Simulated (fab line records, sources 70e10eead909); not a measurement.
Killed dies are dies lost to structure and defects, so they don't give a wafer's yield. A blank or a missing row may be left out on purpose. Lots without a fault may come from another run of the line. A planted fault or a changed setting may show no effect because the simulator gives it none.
A struck lot beside a sound one | flow nand_harc | 13 steps out of a route of 1302
Sound: wafers L572.2, L572.3, L572.6. Struck: wafers L579.2, L579.3, L579.4. The cause comes at the end.
At each step with rows: each side's tool, then ch and its chambers, then its first start. Under that, the readings that differ: sound wafers | struck wafers | difference of the means | sigmas: that difference in standard deviations of wafers without a fault.
alike: readings whose means differ by less than 2 such deviations, and words and numbers that are the same on both sides. not compared: withheld readings, readings that some wafer has no value for, bounds like >300 that may hide the same value, and numbers for which the record gives no deviation and whose values overlap.
The two part at a step that has a row with sigmas, a row that says differs or no value, or rows on one side only. Numbers that don't overlap but have no deviation are shown without sigmas and don't part them. A reading that every wafer of one side lacks parts them only if that side has two wafers or more.

NHARC_A_CONTACT_CVD_19: deposits W, target thk 300 nm, time 802 s.
  sound on cvd_w-01 ch 0,1; struck on cvd_w-02 ch 0,1
  reading                | sound       | struck      | difference | sigmas
  throttle_valve_pct (%) | 7.5 8.1 7.4 | 8.9 8.2 8.6 | +0.9       | +3
  alike: heater_power_w
NHARC_A_CONTACT_CMP_20: polishes, t overpolish 30 s, target thk 300 nm.
  sound on cmp-04 ch 1,2,3, day 23 18:19; struck on cmp-03 ch 1,2,3, day 26 05:02
  alike: motor_current_A, overpolish_run_s, time_to_endpoint_s
then, 1 step without rows for these wafers: NHARC_A_CONTACT_SRD_22.
NHARC_A_CONTACT_INSPECT_23:
  sound on defect_inspect-01, day 23 18:43; struck on defect_inspect-02, day 26 05:26
  alike: raw_defect_count
then, 7 steps without rows for these wafers: NHARC_A_BLC_DEHYDRATE_00 (time 120 s); NHARC_A_BLC_HMDS_01 (time 30 s); NHARC_A_BLC_COAT_02 (time 75 s); NHARC_A_BLC_COAT_03 (time 65 s); NHARC_A_BLC_COAT_04 (resist thk 90 nm); NHARC_A_BLC_SOFTBAKE_05 (time 55 s); NHARC_A_BLC_EBR_06.
NHARC_A_BLC_EXPOSE_07: exposes mask A BLC, target cd 100 nm.
  sound on arfi_scanner-02 ch 0, day 23 19:05; struck on arfi_scanner-03, day 26 05:49
  no value came back on the struck wafers for exposure_dose_mJ_cm2, focus_offset_nm (nm); on the sound wafers exposure_dose_mJ_cm2 reads 67.84 67.86 67.92
  alike: mask
then, 1 step without rows for these wafers: NHARC_A_BLC_PEB_08 (peb time 65 s).

WHERE THEY PART
First at NHARC_A_CONTACT_CVD_19; last, within this record, at NHARC_A_BLC_EXPOSE_07.

WHY: what the simulator had put in
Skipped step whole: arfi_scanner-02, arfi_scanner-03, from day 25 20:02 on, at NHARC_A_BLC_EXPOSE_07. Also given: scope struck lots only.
